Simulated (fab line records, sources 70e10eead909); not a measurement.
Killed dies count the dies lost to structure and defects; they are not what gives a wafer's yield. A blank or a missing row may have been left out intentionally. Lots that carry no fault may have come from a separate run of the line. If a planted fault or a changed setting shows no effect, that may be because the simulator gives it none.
What tool caused it? | flow nandHarc | 10 lots, 30 wafers sampled, at 7 steps of a route of 1159

WHAT EACH GAUGE READ, for each wafer
NHARC_A_ONON_D1_THK_MEAS_14: measures by ellipsometry.
lot  | measured     | on           | thkNm (nm)
L541 | day 9 01:45  | filmMetro-01 | 997 1000 996
L540 | day 9 01:48  | filmMetro-02 | 991 995 993
L543 | day 9 15:49  | filmMetro-02 | 1011 1010 1010
L542 | day 9 15:50  | filmMetro-01 | 985 985 987
L547 | day 10 22:41 | filmMetro-02 | 989 988 988
L546 | day 10 22:50 | filmMetro-01 | 999 1000 999
L553 | day 12 09:56 | filmMetro-02 | 1001 999 1000
L556 | day 13 05:04 | filmMetro-01 | 1002 1004 1003
L557 | day 13 05:13 | filmMetro-02 | 1003 1002 1004
L558 | day 13 14:35 | filmMetro-02 | 1001 1001 1002

NHARC_A_CHANNEL_HOLE_D1_CD_MEAS_30.
lot  | measured     | on       | cdNm (nm)
L541 | day 9 21:10  | cdSem-02 | 90.5 90.5 89.4
L540 | day 9 21:28  | cdSem-03 | 90.6 89.9 91.0
L543 | day 10 12:07 | cdSem-01 | 90.5 90.8 90.6
L542 | day 10 12:26 | cdSem-02 | 90.4 90.8 90.7
L547 | day 11 18:55 | cdSem-01 | 89.0 88.9 88.5
L546 | day 11 18:07 | cdSem-02 | 89.1 89.4 88.5
L553 | day 13 09:18 | cdSem-03 | 1.6 -0.4 0.3
L556 | day 14 03:43 | cdSem-01 | 0.7 0.1 0.6
L557 | day 14 07:50 | cdSem-03 | 0.5 0.3 0.2
L558 | day 14 15:35 | cdSem-03 | 91.6 91.7 91.3

NHARC_END_SORT_01.
lot  | measured     | on        | killedAtArray | killedAtOther | killedAtPeriphery | killedDies  | killedOpen | killedShort
L553 | day 24 12:37 | prober-02 | 676 672 673   | 0 1 1         | 1 4 3             | 677 677 677 | 3 2 2      | 1 2 4
L556 | day 24 15:41 | prober-01 | 671 675 675   | 0 1 0         | 6 1 2             | 677 677 677 | 5 2 3      | 0 1 5
L557 | day 24 20:26 | prober-02 | 676 672 676   | 0 0 0         | 1 5 1             | 677 677 677 | 5 4 2      | 0 1 3

WHICH TOOL RAN EACH LOT (tool, then ch and the chambers of the sampled wafers, then the start)
lot  | NHARC_A_CHANNEL_HOLE_D1_ETCH_34              | NHARC_A_CHANNEL_HOLE_D1_ETCH_24 | NHARC_A_CHANNEL_HOLE_D1_STRIP_27             | NHARC_A_CHANNEL_HOLE_D1_XSEM_31
L541 | rieDiel-09 ch 1,2, day 9 18:02 or earlier    | harEtch-01 ch 0,1, day 9 18:02  | rieDiel-10 ch 0,1, day 9 21:10 or earlier    | xsem-02 ch 0, day 9 21:16
L540 | rieDiel-10 ch 1,2,3, day 9 18:03 or earlier  | harEtch-02 ch 0,1, day 9 18:03  | rieDiel-09 ch 0,2,3, day 9 21:28 or earlier  | xsem-01 ch 0, day 9 21:34
L543 | rieDiel-11 ch 0,2,3, day 10 08:43 or earlier | harEtch-01 ch 0,1, day 10 08:43 | rieDiel-11 ch 0,3, day 10 12:07 or earlier   | xsem-02 ch 0, day 10 12:13
L542 | rieDiel-09 ch 0,1,3, day 10 09:11 or earlier | harEtch-02 ch 0,1, day 10 09:11 | rieDiel-09 ch 2,3, day 10 12:26 or earlier   | xsem-01 ch 0, day 10 12:32
L547 | rieDiel-10 ch 0,2,3, day 11 15:31 or earlier | harEtch-02 ch 0,1, day 11 15:31 | rieDiel-10 ch 1,2,3, day 11 18:55 or earlier | xsem-01 ch 0, day 11 19:01
L546 | rieDiel-11 ch 0,1, day 11 15:06 or earlier   | harEtch-01 ch 0,1, day 11 15:06 | rieDiel-11 ch 2,3, day 11 18:07 or earlier   | xsem-02 ch 0, day 11 18:13
L553 | rieDiel-10 ch 1,2, day 13 05:16 or earlier   | harEtch-02 ch 0,1, day 13 05:16 | rieDiel-09 ch 0,3, day 13 09:18 or earlier   | xsem-02 ch 0, day 13 09:23
L556 | rieDiel-10 ch 1,2,3, day 14 00:19 or earlier | harEtch-02 ch 0,1, day 14 00:19 | rieDiel-09 ch 1,2,3, day 14 03:43 or earlier | xsem-01 ch 0, day 14 03:48
L557 | rieDiel-11 ch 0,1,2, day 14 04:28 or earlier | harEtch-02 ch 0,1, day 14 04:28 | rieDiel-10 ch 1,2,3, day 14 07:50 or earlier | xsem-02 ch 0, day 14 07:56
L558 | rieDiel-10 ch 0,1,2, day 14 12:08 or earlier | harEtch-01 ch 0,1, day 14 12:08 | rieDiel-11 ch 1,2, day 14 15:35 or earlier   | xsem-02 ch 0, day 14 15:40
- NHARC_A_CHANNEL_HOLE_D1_ETCH_34: etches the open film in CF4/CHF3, target depth 154 nm, time 77 s.
- NHARC_A_CHANNEL_HOLE_D1_ETCH_24: etches the open film in C4F8/O2/Ar, time 906.2 s, target depth 1500 nm.
- NHARC_A_CHANNEL_HOLE_D1_STRIP_27: strips in O2.
- NHARC_A_CHANNEL_HOLE_D1_XSEM_31

WHAT THE TOOLS THEMSELVES READ (means of the sampled wafers that have a number; where no wafer has one, the mark that the record gives instead)
NHARC_A_CHANNEL_HOLE_D1_ETCH_34.
lot  | tool       | biasW (W) | cf4FlowSccm (sccm) | drypumpMotorCurrentA (A) | mfcArSccm (sccm) | oesProductAu (a.u.) | rfVppV (V) | showerheadPlenumPTorr (Torr) | throttleValvePct (%)
L541 | rieDiel-09 | 199.7     | 99.78              | 6.0                      | 0.000            | 0.935               | 372.0      | 1.59                         | 16.807
L540 | rieDiel-10 | 199.9     | 100.24             | 5.5                      | 0.005            | 0.966               | 370.5      | 1.58                         | 16.788
L543 | rieDiel-11 | 200.7     | 99.78              | 5.5                      | 0.013            | 0.967               | 370.8      | 1.58                         | 16.806
L542 | rieDiel-09 | 200.1     | 100.14             | 6.0                      | 0.003            | 0.978               | 371.8      | 1.62                         | 16.800
L547 | rieDiel-10 | 199.6     | 100.25             | 5.4                      | 0.005            | 0.930               | 369.5      | 1.54                         | 16.812
L546 | rieDiel-11 | 199.9     | 100.37             | 5.9                      | 0.000            | 0.921               | 371.1      | 1.60                         | 16.806
L553 | rieDiel-10 | 200.0     | 99.74              | 5.2                      | 0.011            | 0.919               | 371.9      | 1.62                         | 16.801
L556 | rieDiel-10 | 200.0     | 99.66              | 5.5                      | 0.005            | 0.929               | 370.8      | 1.58                         | 16.805
L557 | rieDiel-11 | 199.7     | 100.01             | 5.6                      | 0.013            | 0.926               | 369.4      | 1.55                         | 16.799
L558 | rieDiel-10 | 200.4     | 100.09             | 5.6                      | 0.005            | 0.926               | 370.9      | 1.58                         | 16.797

NHARC_A_CHANNEL_HOLE_D1_ETCH_24.
lot  | tool       | c4f8FlowSccm (sccm) | chamberPressureMTorr (mTorr) | drypumpMotorCurrentA (A) | mfcArSccm (sccm) | showerheadPlenumPTorr (Torr) | throttleValvePct (%)
L541 | harEtch-01 | 93.4                | 19.992                       | 5.8                      | 375.7            | 3.56                         | 32.230
L540 | harEtch-02 | 93.9                | 19.997                       | 5.0                      | 374.7            | 3.82                         | 32.225
L543 | harEtch-01 | 93.6                | 19.995                       | 5.8                      | 375.3            | 3.56                         | 32.237
L542 | harEtch-02 | 93.8                | 20.011                       | 5.0                      | 374.6            | 3.82                         | 32.243
L547 | harEtch-02 | 94.1                | 20.017                       | 5.0                      | 374.2            | 3.81                         | 32.237
L546 | harEtch-01 | 93.9                | 19.995                       | 6.0                      | 374.7            | 3.55                         | 32.239
L553 | harEtch-02 | -                   | -                            | -                        | -                | -                            | -
L556 | harEtch-02 | -                   | -                            | -                        | -                | -                            | -
L557 | harEtch-02 | -                   | -                            | -                        | -                | -                            | -
L558 | harEtch-01 | 94.0                | 19.991                       | 5.7                      | 373.7            | 3.54                         | 32.235

NHARC_A_CHANNEL_HOLE_D1_STRIP_27.
lot  | tool       | drypumpMotorCurrentA (A) | mfcArSccm (sccm) | oesProductAu (a.u.) | rfVppV (V) | showerheadPlenumPTorr (Torr) | throttleValvePct (%)
L541 | rieDiel-10 | 6.1                      | 0.000            | 1.005               | 57.2       | 3.44                         | 17.027
L540 | rieDiel-09 | 6.0                      | 0.003            | 1.008               | 57.1       | 3.54                         | 17.022
L543 | rieDiel-11 | 5.7                      | 0.000            | 1.002               | 58.1       | 3.66                         | 17.035
L542 | rieDiel-09 | 5.6                      | 0.005            | 1.009               | 57.8       | 3.53                         | 17.044
L547 | rieDiel-10 | 5.5                      | 0.005            | 1.003               | 57.5       | 3.53                         | 17.032
L546 | rieDiel-11 | 5.3                      | 0.013            | 0.994               | 57.8       | 3.54                         | 17.025
L553 | rieDiel-09 | 5.8                      | 0.005            | 1.006               | 58.0       | 3.56                         | 17.035
L556 | rieDiel-09 | 5.8                      | 0.003            | 1.009               | 57.9       | 3.59                         | 17.036
L557 | rieDiel-10 | 5.6                      | 0.005            | 0.994               | 57.9       | 3.53                         | 17.043
L558 | rieDiel-11 | 5.6                      | 0.013            | 1.002               | 57.8       | 3.39                         | 17.029

NHARC_A_CHANNEL_HOLE_D1_XSEM_31.
lot  | tool    | botCdNm (nm) | bowNm (nm) | tiltDeg (degrees)
L541 | xsem-02 | 74.5         | 8.38       | 0.09
L540 | xsem-01 | 75.1         | 8.63       | 0.04
L543 | xsem-02 | 74.6         | 9.03       | 0.09
L542 | xsem-01 | 75.6         | 8.92       | 0.10
L547 | xsem-01 | 74.0         | 8.74       | 0.10
L546 | xsem-02 | 73.4         | 8.58       | 0.06
L553 | xsem-02 | 1.1          | 0.36       | 0.11
L556 | xsem-01 | 1.0          | 0.92       | 0.09
L557 | xsem-02 | 1.2          | 0.23       | 0.16
L558 | xsem-02 | 76.3         | 8.76       | 0.12

THE ANSWER, worked out from the rows above alone
Rule: the lots themselves supply what counts as usual. The widest of any qualifying gaps counts: lots, ordered by their means at a reading, are off when they make up no more than a third of the lots, leave a main group of 4 or more, and stand apart from it by 3 or more times the standard deviation of that group's means. Not used: any main group whose means are identical at the precision the tables above print for the reading. Also off: a lot with no number at a reading for which 4 or more lots have one. Any other lot the step has rows for is counted as sound. After the gauges, taken in route order, come the tools' own readings; for these a lot's mean is taken, as printed above. At the first step where some lot is off, the reading lying furthest off is the one used; lots without a number count as furthest.
Off: L553, L556, L557 (NHARC_A_CHANNEL_HOLE_D1_CD_MEAS_30, cdNm). The main group has a mean of 90.2 nm with a standard deviation of 0.9.
If a tool, at a process step before that reading, ran all the lots that are off and no sound lot after the first of them, it fits. The gauges at NHARC_A_CHANNEL_HOLE_D1_CD_MEAS_30 aren't tried: what is off there is off at NHARC_A_CHANNEL_HOLE_D1_ETCH_24 too, on other tools, and a gauge's error can't cause that. Because NHARC_A_CHANNEL_HOLE_D1_ETCH_34 lacks a start for some lots, the hours and order of its lots are taken from NHARC_A_CHANNEL_HOLE_D1_ETCH_24. Because NHARC_A_CHANNEL_HOLE_D1_STRIP_27 lacks a start for some lots, the hours and order of its lots are taken from NHARC_A_CHANNEL_HOLE_D1_CD_MEAS_30. One fits: NHARC_A_CHANNEL_HOLE_D1_ETCH_24 on harEtch-02. Its last sound lot is L547 (day 11 15:31), its first lot that is off L553 (day 13 05:16): a fault that began between those two fits.
Blank at NHARC_A_CHANNEL_HOLE_D1_ETCH_24 on the lots that are off, where sound lots have numbers: c4f8FlowSccm, chamberPressureMTorr, drypumpMotorCurrentA, mfcArSccm, showerheadPlenumPTorr, throttleValvePct.

WHAT HAD BEEN PUT IN BY THE SIMULATOR
Beginning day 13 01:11, the whole step at NHARC_A_CHANNEL_HOLE_D1_ETCH_24 was skipped on harEtch-02. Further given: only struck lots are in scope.
Struck lots among those shown: L553, L556, L557. The rule above reached the same finding.
